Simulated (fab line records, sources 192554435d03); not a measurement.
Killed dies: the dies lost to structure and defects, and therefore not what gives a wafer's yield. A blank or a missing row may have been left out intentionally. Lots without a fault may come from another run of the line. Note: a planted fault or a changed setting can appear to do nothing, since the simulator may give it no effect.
Which of the tools did it? | flow n5 finfet | Sampling: 22 lots, 66 wafers, 6 of 1938 route steps

== WHAT THE GAUGES READ, wafer by wafer ==
No reading from a measuring or inspecting step in the record can be judged against a usual standard deviation.

== EACH LOT AND THE TOOL THAT RAN IT (in order: tool; ch and the chambers of the sampled wafers; start) ==
lot  | N5_BEOL_M0_SAQP_MANDREL_ETCH_20  | N5_BEOL_M0_SAQP_STRIP_86           | N5_BEOL_M0_SAQP_SPACER1_ALD_98    | N5_BEOL_M0_SAQP_SPACER1_ETCHBACK_99 | N5_BEOL_M0_SAQP_ETCH_101           | N5_BEOL_M0_SAQP_ALD_48
L074 | rie si-02 ch 0,2,3, day 5 12:05  | rie diel-04 ch 0,2,3, day 5 12:16  | ald sin-02 ch 0,1,3, day 5 13:06  | rie diel-05 ch 0,1, day 5 13:34     | rie diel-03 ch 1,2, day 5 13:55    | ald sin-02 ch 0,2, day 5 16:33
L075 | rie si-02 ch 0,2,3, day 5 18:15  | rie diel-03 ch 0,1,2, day 5 18:21  | ald sin-03 ch 0,1,3, day 5 18:55  | rie diel-04 ch 1,2,3, day 5 19:24   | rie diel-05 ch 0,1,2, day 5 19:38  | ald sin-04 ch 1,2,3, day 5 22:28
L076 | rie si-06 ch 0,1,3, day 5 19:47  | rie diel-03 ch 0,2, day 5 19:53    | ald sin-03 ch 0,1,2, day 5 20:50  | rie diel-05 ch 0,3, day 5 21:19     | rie diel-05 ch 1,2,3, day 5 21:33  | ald sin-04 ch 0,3, day 6 00:34
L077 | rie si-06 ch 1,2, day 6 06:31    | rie diel-05 ch 0,2,3, day 6 06:47  | ald sin-02 ch 0,1,3, day 6 07:18  | rie diel-03 ch 1,3, day 6 07:47     | rie diel-05 ch 1,3, day 6 08:01    | ald sin-03 ch 1,2, day 6 12:05
L079 | rie si-02 ch 1,2, day 6 18:30    | rie diel-04 ch 1,2, day 6 18:36    | ald sin-04 ch 1,2,3, day 6 19:34  | rie diel-03 ch 0,1,2, day 6 20:02   | rie diel-04 ch 1,2, day 6 20:16    | ald sin-04 ch 2,3, day 6 22:59
L080 | rie si-02 ch 1,2,3, day 7 04:36  | rie diel-03 ch 0,1,2, day 7 04:42  | ald sin-03 ch 0,1,2, day 7 05:29  | rie diel-03 ch 0,2,3, day 7 05:58   | rie diel-05 ch 0,1,2, day 7 06:13  | ald sin-02 ch 0,1,2, day 7 08:49
L082 | rie si-02 ch 1,2,3, day 7 12:12  | rie diel-05 ch 0,2, day 7 12:18    | ald sin-02 ch 1,3, day 7 12:49    | rie diel-04 ch 0,1,2, day 7 13:17   | rie diel-03 ch 0,1,3, day 7 13:31  | ald sin-03 ch 2,3, day 7 16:05
L081 | rie si-04 ch 0,3, day 7 13:13    | rie diel-03 ch 0,1,3, day 7 13:19  | ald sin-02 ch 0,3, day 7 13:50    | rie diel-03 ch 0,2,3, day 7 14:20   | rie diel-04 ch 0,2,3, day 7 14:35  | ald sin-04 ch 0,3, day 7 17:09
L083 | rie si-04 ch 0,1, day 7 17:37    | rie diel-05 ch 0,1, day 7 17:43    | ald sin-02 ch 1,2,3, day 7 19:20  | rie diel-05 ch 2,3, day 7 19:49     | rie diel-04 ch 1,3, day 7 20:03    | ald sin-03 ch 1,2,3, day 7 23:01
L084 | rie si-04 ch 0,1,3, day 7 22:50  | rie diel-04 ch 1,2,3, day 7 22:59  | ald sin-04 ch 0,1,3, day 8 00:11  | rie diel-03 ch 0,2,3, day 8 00:40   | rie diel-03 ch 0,1,2, day 8 00:54  | ald sin-04 ch 1,2,3, day 8 03:20
L086 | rie si-06 ch 0,1,2, day 8 16:04  | rie diel-04 ch 1,3, day 8 16:10    | ald sin-03 ch 2,3, day 8 18:44    | rie diel-04 ch 0,3, day 8 19:28     | rie diel-04 ch 0,3, day 8 19:52    | ald sin-03 ch 0,3, day 8 22:28
L087 | rie si-04 ch 2,3, day 8 20:26    | rie diel-03 ch 0,2,3, day 8 20:32  | ald sin-03 ch 0,1, day 8 21:34    | rie diel-05 ch 1,3, day 8 22:02     | rie diel-05 ch 1,2, day 8 22:16    | ald sin-04 ch 0,1,3, day 9 01:13
L088 | rie si-02 ch 0,3, day 9 00:28    | rie diel-04 ch 0,3, day 9 00:34    | ald sin-03 ch 1,2,3, day 9 01:56  | rie diel-03 ch 0,1,3, day 9 02:34   | rie diel-04 ch 0,2,3, day 9 02:48  | ald sin-03 ch 0,3, day 9 05:23
L089 | rie si-04 ch 0,3, day 9 05:44    | rie diel-05 ch 0,3, day 9 05:50    | ald sin-02 ch 0,1,2, day 9 06:43  | rie diel-04 ch 0,2,3, day 9 07:11   | rie diel-04 ch 0,2,3, day 9 07:25  | ald sin-02 ch 0,1,2, day 9 10:02
L090 | rie si-02 ch 0,2, day 9 12:37    | rie diel-04 ch 0,2,3, day 9 12:43  | ald sin-03 ch 0,1,3, day 9 13:16  | rie diel-04 ch 0,2,3, day 9 13:56   | rie diel-05 ch 0,1,3, day 9 14:15  | ald sin-02 ch 0,3, day 9 16:41
L091 | rie si-06 ch 0,3, day 9 17:39    | rie diel-05 ch 1,2, day 9 17:45    | ald sin-02 ch 0,2,3, day 9 18:16  | rie diel-05 ch 0,1,2, day 9 18:44   | rie diel-05 ch 0,3, day 9 18:58    | ald sin-03 ch 1,3, day 9 21:34
L092 | rie si-06 ch 1,2,3, day 10 00:35 | rie diel-04 ch 1,2,3, day 10 00:47 | ald sin-03 ch 0,1,3, day 10 01:43 | rie diel-03 ch 0,1,2, day 10 02:12  | rie diel-05 ch 0,2,3, day 10 02:26 | ald sin-02 ch 0,1,3, day 10 04:56
L093 | rie si-02 ch 0,1,2, day 10 12:58 | rie diel-03 ch 0,2,3, day 10 13:08 | ald sin-02 ch 1,2, day 10 13:40   | rie diel-05 ch 0,1,2, day 10 14:08  | rie diel-04 ch 0,1,3, day 10 14:23 | ald sin-04 ch 1,3, day 10 17:42
L094 | rie si-04 ch 2,3, day 10 14:39   | rie diel-03 ch 0,3, day 10 14:45   | ald sin-03 ch 1,3, day 10 15:18   | rie diel-05 ch 1,2, day 10 15:47    | rie diel-04 ch 0,2,3, day 10 16:01 | ald sin-04 ch 0,3, day 10 18:42
L095 | rie si-04 ch 2,3, day 10 19:37   | rie diel-05 ch 0,1,2, day 10 19:43 | ald sin-02 ch 0,1,3, day 10 20:14 | rie diel-04 ch 0,1,3, day 10 20:43  | rie diel-03 ch 0,1,3, day 10 21:02 | ald sin-02 ch 2,3, day 11 00:04
L096 | rie si-06 ch 0,2, day 11 01:19   | rie diel-03 ch 0,2,3, day 11 01:25 | ald sin-02 ch 0,2, day 11 01:56   | rie diel-03 ch 0,1,2, day 11 02:28  | rie diel-05 ch 1,2,3, day 11 02:42 | ald sin-02 ch 0,3, day 11 05:41
L097 | rie si-04 ch 1,3, day 11 05:09   | rie diel-04 ch 0,1, day 11 05:16   | ald sin-03 ch 0,1,3, day 11 06:08 | rie diel-03 ch 0,3, day 11 06:37    | rie diel-05 ch 1,2,3, day 11 06:50 | ald sin-03 ch 0,3, day 11 09:20
- N5_BEOL_M0_SAQP_MANDREL_ETCH_20: etches a-Si in HBr/Cl2, stops on SiNx, target depth 60 nm, bt time 10 s, time 30 s.
- N5_BEOL_M0_SAQP_STRIP_86: strips in N2/H2.
- N5_BEOL_M0_SAQP_SPACER1_ALD_98: deposits SiO2, target thk 12.8 nm, pulse time 1 s, purge time 2 s.
- N5_BEOL_M0_SAQP_SPACER1_ETCHBACK_99: etches SiO2 in CHF3/O2, target depth 15.4 nm, time 7.7 s.
- N5_BEOL_M0_SAQP_ETCH_101: etches SiNx in CH3F/O2, target depth 29.9 nm, time 42.7 s.
- N5_BEOL_M0_SAQP_ALD_48: deposits SiO2, target thk 20 nm, pulse time 1 s, co reactant pulse time 1 s.

== AS READ BY THE TOOLS THEMSELVES (means over the sampled wafers that have a number; for cases with no such wafer, the mark the record gives instead) ==
N5_BEOL_M0_SAQP_MANDREL_ETCH_20. Usual: drypump motor current A 5.9 A, standard deviation 0.38; oes product au 0.766 a.u., standard deviation 0.012; throttle valve pct 35.4 %, standard deviation 0.32.
lot  | tool      | drypump motor current A (A) | oes product au (a.u.) | throttle valve pct (%) | flag
L074 | rie si-02 | 6.0                         | 0.763                 | 35.3                   |
L075 | rie si-02 | 5.9                         | 0.757                 | 35.3                   |
L076 | rie si-06 | 6.1                         | 0.761                 | 35.5                   |
L077 | rie si-06 | 5.8                         | 0.773                 | 35.8                   |
L079 | rie si-02 | 6.0                         | 0.760                 | 35.3                   |
L080 | rie si-02 | 5.9                         | 0.760                 | 35.3                   |
L082 | rie si-02 | 5.9                         | 0.773                 | 35.3                   |
L081 | rie si-04 | 5.6                         | 0.763                 | 35.3                   |
L083 | rie si-04 | 5.1                         | 0.768                 | 35.7                   |
L084 | rie si-04 | 5.5                         | 0.765                 | 35.4                   |
L086 | rie si-06 | 5.8                         | 0.762                 | 35.6                   |
L087 | rie si-04 | 6.0                         | 0.766                 | 35.1                   |
L088 | rie si-02 | 6.1                         | 0.759                 | 35.5                   |
L089 | rie si-04 | 5.3                         | 0.769                 | 35.7                   |
L090 | rie si-02 | 6.1                         | 0.759                 | 35.2                   |
L091 | rie si-06 | 6.4                         | 0.769                 | 35.3                   |
L092 | rie si-06 | 6.1                         | 0.755                 | 35.6                   |
L093 | rie si-02 | 6.2                         | 0.755                 | 35.4                   |
L094 | rie si-04 | 6.0                         | 0.775                 | 35.1                   |
L095 | rie si-04 | 6.0                         | 0.777                 | 35.1                   |
L096 | rie si-06 | 5.9                         | 0.768                 | 35.4                   |
L097 | rie si-04 | 5.9                         | 0.775                 | 35.0                   |

N5_BEOL_M0_SAQP_STRIP_86. Usual: value, then standard deviation, for each; drypump motor current A 5.8 A / 0.31; n2 flow sccm 300.0 sccm / 0.77; oes product au 0.80 a.u. / 0.081; rf vpp V 122.2 V / 1.4; showerhead plenum p Torr 3.41 Torr / 0.11; temp c 40.00 C / 0.12; throttle valve pct 18.9 % / 0.3.
lot  | tool        | drypump motor current A (A) | n2 flow sccm (sccm) | oes product au (a.u.) | rf vpp V (V) | showerhead plenum p Torr (Torr) | temp c (C) | throttle valve pct (%) | flag
L074 | rie diel-04 | 5.8                         | 299.8               | 0.77                  | 120.9        | 3.37                            | 40.10      | 18.7                   |
L075 | rie diel-03 | 5.5                         | 300.0               | 0.73                  | 122.3        | 3.44                            | 40.07      | 19.1                   |
L076 | rie diel-03 | 5.4                         | 299.8               | 0.77                  | 122.4        | 3.42                            | 40.10      | 19.0                   |
L077 | rie diel-05 | 6.2                         | 300.1               | 0.80                  | 121.8        | 3.52                            | 40.17      | 19.1                   |
L079 | rie diel-04 | 5.8                         | 299.7               | 0.72                  | 121.4        | 3.38                            | 39.89      | 18.6                   |
L080 | rie diel-03 | 5.5                         | 299.1               | 0.83                  | 123.1        | 3.43                            | 40.07      | 19.0                   |
L082 | rie diel-05 | 6.3                         | 299.7               | 0.77                  | 123.4        | 3.50                            | 40.07      | 19.2                   |
L081 | rie diel-03 | 5.6                         | 299.8               | 0.87                  | 123.4        | 3.44                            | 39.93      | 18.8                   |
L083 | rie diel-05 | 5.8                         | 299.3               | 0.86                  | 122.4        | 3.44                            | 40.18      | 19.0                   |
L084 | rie diel-04 | 5.8                         | 300.1               | 0.74                  | 120.9        | 3.30                            | 40.00      | 18.7                   |
L086 | rie diel-04 | 5.6                         | 300.5               | 0.72                  | 122.1        | 3.18                            | 40.05      | 19.0                   |
L087 | rie diel-03 | 5.5                         | 300.2               | 0.87                  | 122.1        | 3.41                            | 39.90      | 18.8                   |
L088 | rie diel-04 | 5.8                         | 300.2               | 0.74                  | 121.7        | 3.35                            | 39.91      | 18.9                   |
L089 | rie diel-05 | 6.1                         | 300.6               | 0.81                  | 121.9        | 3.52                            | 39.93      | 18.9                   |
L090 | rie diel-04 | 5.8                         | 299.8               | 0.74                  | 121.8        | 3.35                            | 39.98      | 18.7                   |
L091 | rie diel-05 | 6.0                         | 300.0               | 0.82                  | 121.6        | 3.44                            | 39.85      | 19.3                   |
L092 | rie diel-04 | 5.8                         | 301.0               | 0.82                  | 121.9        | 3.29                            | 39.95      | 18.6                   |
L093 | rie diel-03 | 5.5                         | 299.8               | 0.86                  | 122.4        | 3.41                            | 40.11      | 18.8                   |
L094 | rie diel-03 | 5.4                         | 300.2               | 0.89                  | 122.8        | 3.42                            | 39.94      | 18.7                   |
L095 | rie diel-05 | 6.1                         | 300.5               | 0.78                  | 121.6        | 3.46                            | 39.89      | 19.2                   |
L096 | rie diel-03 | 5.5                         | 300.0               | 0.85                  | 123.7        | 3.41                            | 40.04      | 18.8                   |
L097 | rie diel-04 | 5.8                         | 300.6               | 0.80                  | 122.6        | 3.42                            | 39.96      | 18.7                   |

N5_BEOL_M0_SAQP_SPACER1_ALD_98. Usual: heater power w 496 W, standard deviation 47; precursor pulse height rel 1.000, standard deviation 0.021.
lot  | tool       | heater power w (W) | precursor pulse height rel | flag
L074 | ald sin-02 | 507                | 1.011                      |
L075 | ald sin-03 | 503                | 1.013                      |
L076 | ald sin-03 | 507                | 1.014                      |
L077 | ald sin-02 | 511                | 0.996                      |
L079 | ald sin-04 | 399                | 0.987                      |
L080 | ald sin-03 | 508                | 1.002                      |
L082 | ald sin-02 | 540                | 1.005                      |
L081 | ald sin-02 | 491                | 0.990                      |
L083 | ald sin-02 | 511                | 1.005                      |
L084 | ald sin-04 | 450                | 1.005                      |
L086 | ald sin-03 | 457                | 1.005                      |
L087 | ald sin-03 | 524                | 1.018                      |
L088 | ald sin-03 | 494                | 0.995                      |
L089 | ald sin-02 | 521                | 0.995                      |
L090 | ald sin-03 | 513                | 0.990                      |
L091 | ald sin-02 | 495                | 1.017                      |
L092 | ald sin-03 | 510                | 1.001                      |
L093 | ald sin-02 | 519                | 0.997                      |
L094 | ald sin-03 | 477                | 1.003                      |
L095 | ald sin-02 | 507                | 1.019                      |
L096 | ald sin-02 | 511                | 1.013                      |
L097 | ald sin-03 | 499                | 0.991                      |

N5_BEOL_M0_SAQP_SPACER1_ETCHBACK_99. Usual: CHF3_flow_sccm 50.01 sccm, standard deviation 0.13; drypump motor current A 5.8 A, standard deviation 0.31; oes product au 0.80 a.u., standard deviation 0.079; rf vpp V 523 V, standard deviation 9.2; showerhead plenum p Torr 2.46 Torr, standard deviation 0.083; throttle valve pct 18.89 %, standard deviation 0.22.
lot  | tool        | CHF3_flow_sccm (sccm) | drypump motor current A (A) | oes product au (a.u.) | rf vpp V (V) | showerhead plenum p Torr (Torr) | throttle valve pct (%) | flag
L074 | rie diel-05 | 49.98                 | 5.8                         | 0.87                  | 523          | 2.49                            | 18.81                  |
L075 | rie diel-04 | 50.05                 | 5.7                         | 0.75                  | 527          | 2.38                            | 18.66                  |
L076 | rie diel-05 | 49.97                 | 6.1                         | 0.84                  | 532          | 2.53                            | 18.79                  |
L077 | rie diel-03 | 50.10                 | 5.8                         | 0.90                  | 530          | 2.49                            | 19.06                  |
L079 | rie diel-03 | 50.10                 | 5.5                         | 0.84                  | 516          | 2.46                            | 18.95                  |
L080 | rie diel-03 | 49.96                 | 5.5                         | 0.90                  | 518          | 2.45                            | 18.80                  |
L082 | rie diel-04 | 49.94                 | 5.9                         | 0.73                  | 528          | 2.46                            | 18.70                  |
L081 | rie diel-03 | 49.96                 | 5.5                         | 0.90                  | 518          | 2.45                            | 18.82                  |
L083 | rie diel-05 | 50.01                 | 6.3                         | 0.79                  | 518          | 2.51                            | 19.05                  |
L084 | rie diel-03 | 49.98                 | 5.5                         | 0.89                  | 519          | 2.45                            | 18.82                  |
L086 | rie diel-04 | 50.12                 | 5.6                         | 0.73                  | 522          | 2.31                            | 18.84                  |
L087 | rie diel-05 | 49.82                 | 6.0                         | 0.85                  | 526          | 2.51                            | 18.83                  |
L088 | rie diel-03 | 50.03                 | 5.7                         | 0.85                  | 520          | 2.48                            | 18.99                  |
L089 | rie diel-04 | 50.04                 | 5.8                         | 0.75                  | 528          | 2.41                            | 18.76                  |
L090 | rie diel-04 | 50.01                 | 5.8                         | 0.74                  | 528          | 2.41                            | 18.76                  |
L091 | rie diel-05 | 50.05                 | 6.1                         | 0.79                  | 520          | 2.49                            | 18.96                  |
L092 | rie diel-03 | 49.98                 | 5.5                         | 0.80                  | 515          | 2.46                            | 18.98                  |
L093 | rie diel-05 | 50.01                 | 6.1                         | 0.78                  | 519          | 2.48                            | 18.98                  |
L094 | rie diel-05 | 50.09                 | 6.1                         | 0.78                  | 513          | 2.48                            | 19.08                  |
L095 | rie diel-04 | 49.99                 | 5.7                         | 0.80                  | 522          | 2.36                            | 18.73                  |
L096 | rie diel-03 | 49.76                 | 5.5                         | 0.79                  | 516          | 2.45                            | 18.99                  |
L097 | rie diel-03 | 50.05                 | 5.4                         | 0.89                  | 512          | 2.45                            | 18.77                  |

N5_BEOL_M0_SAQP_ETCH_101. Usual: drypump motor current A 5.88 A, standard deviation 0.29; oes product au 0.79 a.u., standard deviation 0.068; rf vpp V 297 V, standard deviation 4.9; showerhead plenum p Torr 2.04 Torr, standard deviation 0.081; throttle valve pct 16.32 %, standard deviation 0.2.
lot  | tool        | drypump motor current A (A) | oes product au (a.u.) | rf vpp V (V) | showerhead plenum p Torr (Torr) | throttle valve pct (%) | flag
L074 | rie diel-03 | 5.73                        | 0.76                  | 297          | 2.07                            | 16.60                  |
L075 | rie diel-05 | 6.05                        | 0.82                  | 294          | 2.07                            | 16.37                  |
L076 | rie diel-05 | 6.05                        | 0.86                  | 296          | 2.08                            | 16.35                  |
L077 | rie diel-05 | 5.97                        | 0.88                  | 300          | 2.09                            | 16.25                  |
L079 | rie diel-04 | 5.95                        | 0.75                  | 302          | 2.05                            | 16.08                  |
L080 | rie diel-05 | 6.06                        | 0.81                  | 295          | 2.07                            | 16.39                  |
L082 | rie diel-03 | 5.61                        | 0.88                  | 295          | 2.06                            | 16.40                  |
L081 | rie diel-04 | 5.83                        | 0.76                  | 299          | 2.01                            | 16.23                  |
L083 | rie diel-04 | 5.64                        | 0.70                  | 296          | 1.93                            | 16.24                  |
L084 | rie diel-03 | 5.52                        | 0.82                  | 294          | 2.05                            | 16.41                  |
L086 | rie diel-04 | 5.75                        | 0.75                  | 298          | 2.00                            | 16.35                  |
L087 | rie diel-05 | 6.13                        | 0.79                  | 291          | 2.06                            | 16.52                  |
L088 | rie diel-04 | 5.80                        | 0.75                  | 299          | 2.00                            | 16.24                  |
L089 | rie diel-04 | 5.83                        | 0.75                  | 299          | 2.00                            | 16.23                  |
L090 | rie diel-05 | 5.98                        | 0.81                  | 299          | 2.07                            | 16.30                  |
L091 | rie diel-05 | 6.09                        | 0.81                  | 301          | 2.09                            | 16.32                  |
L092 | rie diel-05 | 6.16                        | 0.77                  | 297          | 2.08                            | 16.43                  |
L093 | rie diel-04 | 5.67                        | 0.80                  | 297          | 1.96                            | 16.18                  |
L094 | rie diel-04 | 5.81                        | 0.74                  | 300          | 2.00                            | 16.25                  |
L095 | rie diel-03 | 5.62                        | 0.83                  | 295          | 2.05                            | 16.43                  |
L096 | rie diel-05 | 6.06                        | 0.81                  | 296          | 2.07                            | 16.43                  |
L097 | rie diel-05 | 6.06                        | 0.80                  | 296          | 2.07                            | 16.44                  |

N5_BEOL_M0_SAQP_ALD_48. Usual: heater power w 78 W, standard deviation 9.1; precursor pulse height rel 1.001, standard deviation 0.02.
lot  | tool       | heater power w (W) | precursor pulse height rel | flag
L074 | ald sin-02 | 82                 | 1.001                      |
L075 | ald sin-04 | 67                 | 1.020                      |
L076 | ald sin-04 | 77                 | 1.006                      |
L077 | ald sin-03 | 88                 | 0.987                      |
L079 | ald sin-04 | 60                 | 1.010                      |
L080 | ald sin-02 | 87                 | 1.011                      |
L082 | ald sin-03 | 74                 | 0.980                      |
L081 | ald sin-04 | 71                 | 1.009                      |
L083 | ald sin-03 | 79                 | 0.986                      |
L084 | ald sin-04 | 66                 | 1.012                      |
L086 | ald sin-03 | 80                 | 1.000                      |
L087 | ald sin-04 | 74                 | 0.995                      |
L088 | ald sin-03 | 79                 | 1.000                      |
L089 | ald sin-02 | 85                 | 1.022                      |
L090 | ald sin-02 | 79                 | 0.989                      |
L091 | ald sin-03 | 86                 | 0.999                      |
L092 | ald sin-02 | 82                 | 1.023                      |
L093 | ald sin-04 | 71                 | 0.990                      |
L094 | ald sin-04 | 78                 | 1.004                      |
L095 | ald sin-02 | 82                 | 1.000                      |
L096 | ald sin-02 | 80                 | 1.005                      |
L097 | ald sin-03 | 81                 | 0.982                      |

== THE ANSWER, worked out from the rows above alone ==
Rule: take the mean of a lot's wafers that have a number; if it is more than 3 standard deviations from the usual mean, the lot is off. Also off: a lot with no number at a reading for which 4 or more lots have one. Where the step has rows for the other lots, those lots are counted as sound. After the gauges, taken in route order, come the tools' own readings; for these a lot's mean is taken, as printed above. At the first step where some lot is off, the reading lying furthest off is the one used; lots without a number count as furthest.
No lot is off at any reading shown: from this, nothing can be told.

== WHAT THE SIMULATOR PUT IN ==
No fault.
